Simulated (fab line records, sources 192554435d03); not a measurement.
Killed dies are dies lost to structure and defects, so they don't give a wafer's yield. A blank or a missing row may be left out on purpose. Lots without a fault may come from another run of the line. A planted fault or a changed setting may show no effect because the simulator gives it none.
Chamber matching | flow n5_finfet | N5_SD_EPI_P_ETCHBACK_46 on rie_diel-01: 4 sister chambers
The step etches SiNx in CH3F/O2, stops on SiO2, target depth 17.5 nm. 24 wafers are shown with their chamber, then 12 later ones without.

WAFERS WITH THEIR CHAMBER
wafer  | chamber | showerhead_plenum_p_Torr (Torr) | drypump_motor_current_A (A) | throttle_valve_pct (%)
L077.1 | 3       | 2.10                            | 5.6                         | 16.14
L077.2 | 0       | 1.99                            | 5.0                         | 16.50
L077.3 | 1       | 1.96                            | 5.8                         | 16.04
L078.1 | 2       | 1.94                            | 5.2                         | 16.20
L078.5 | 0       | 1.99                            | 5.0                         | 16.49
L078.6 | 3       | 2.10                            | 5.6                         | 16.17
L079.3 | 3       | 2.10                            | 5.6                         | 16.17
L079.5 | 0       | 1.99                            | 4.9                         | 16.49
L079.6 | 3       | 2.10                            | 5.6                         | 16.16
L082.2 | 0       | 1.99                            | 4.9                         | 16.49
L082.3 | 2       | 1.94                            | 5.2                         | 16.20
L082.6 | 0       | 1.99                            | 5.0                         | 16.49
L083.2 | 3       | 2.10                            | 5.6                         | 16.18
L083.5 | 0       | 1.99                            | 4.9                         | 16.52
L083.6 | 1       | 1.96                            | 5.7                         | 16.05
L085.1 | 2       | 1.93                            | 5.2                         | 16.23
L085.3 | 3       | 2.10                            | 5.6                         | 16.20
L085.4 | 1       | 1.96                            | 5.8                         | 16.08
L086.2 | 2       | 1.93                            | 5.2                         | 16.23
L086.4 | 1       | 1.96                            | 5.8                         | 16.06
L086.5 | 1       | 1.96                            | 5.8                         | 16.06
L088.2 | 1       | 1.96                            | 5.7                         | 16.06
L088.5 | 0       | 1.98                            | 4.9                         | 16.50
L088.6 | 3       | 2.10                            | 5.6                         | 16.19

SIGNATURES (means of the wafers above)
reading                  | chamber 0 | chamber 1 | chamber 2 | chamber 3 | scatter within a chamber
showerhead_plenum_p_Torr | 1.9886    | 1.9600    | 1.9350    | 2.1000    | 0.00305
drypump_motor_current_A  | 4.943     | 5.767     | 5.200     | 5.600     | 0.039
throttle_valve_pct       | 16.4971   | 16.0583   | 16.2150   | 16.1729   | 0.0156
Rule: a wafer's distance from a chamber is the root of the sum, over the readings, of the square of ((its reading less the chamber's mean) divided by the reading's scatter). The wafer belongs to the nearest chamber; if the next one is less than 2 further off, it can't be placed. The scatter: the root of (the sum of the squares of (reading less its chamber's mean) over the shown wafers, divided by (wafers less chambers)).

WAFERS WITHOUT THEIR CHAMBER
wafer  | showerhead_plenum_p_Torr (Torr) | drypump_motor_current_A (A) | throttle_valve_pct (%)
L089.1 | 1.96                            | 5.8                         | 16.09
L089.4 | 2.10                            | 5.6                         | 16.20
L089.6 | 1.93                            | 5.2                         | 16.24
L091.2 | 1.98                            | 5.0                         | 15.99
L091.5 | 1.98                            | 4.9                         | 15.98
L091.6 | 1.96                            | 5.8                         | 16.09
L092.4 | 1.96                            | 5.7                         | 16.10
L092.5 | 1.95                            | 5.8                         | 16.09
L092.6 | 1.93                            | 5.2                         | 16.24
L097.2 | 1.95                            | 5.7                         | 16.10
L097.3 | 1.93                            | 5.2                         | 16.26
L097.5 | 1.95                            | 5.7                         | 16.10

WHICH CHAMBER EACH WENT THROUGH
wafer  | from the rows above     | in truth
L089.1 | 1                       | 1
L089.4 | 3                       | 3
L089.6 | 2                       | 2
L091.2 | can't be placed: 1 or 2 | 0
L091.5 | can't be placed: 2 or 1 | 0
L091.6 | 1                       | 1
L092.4 | 1                       | 1
L092.5 | 1                       | 1
L092.6 | 2                       | 2
L097.2 | 1                       | 1
L097.3 | 2                       | 2
L097.5 | 1                       | 1
Placed correctly: 10 of 12. Can't be placed from these rows: 2 (the true chamber is among the candidates in 0). Placed wrongly: 0.
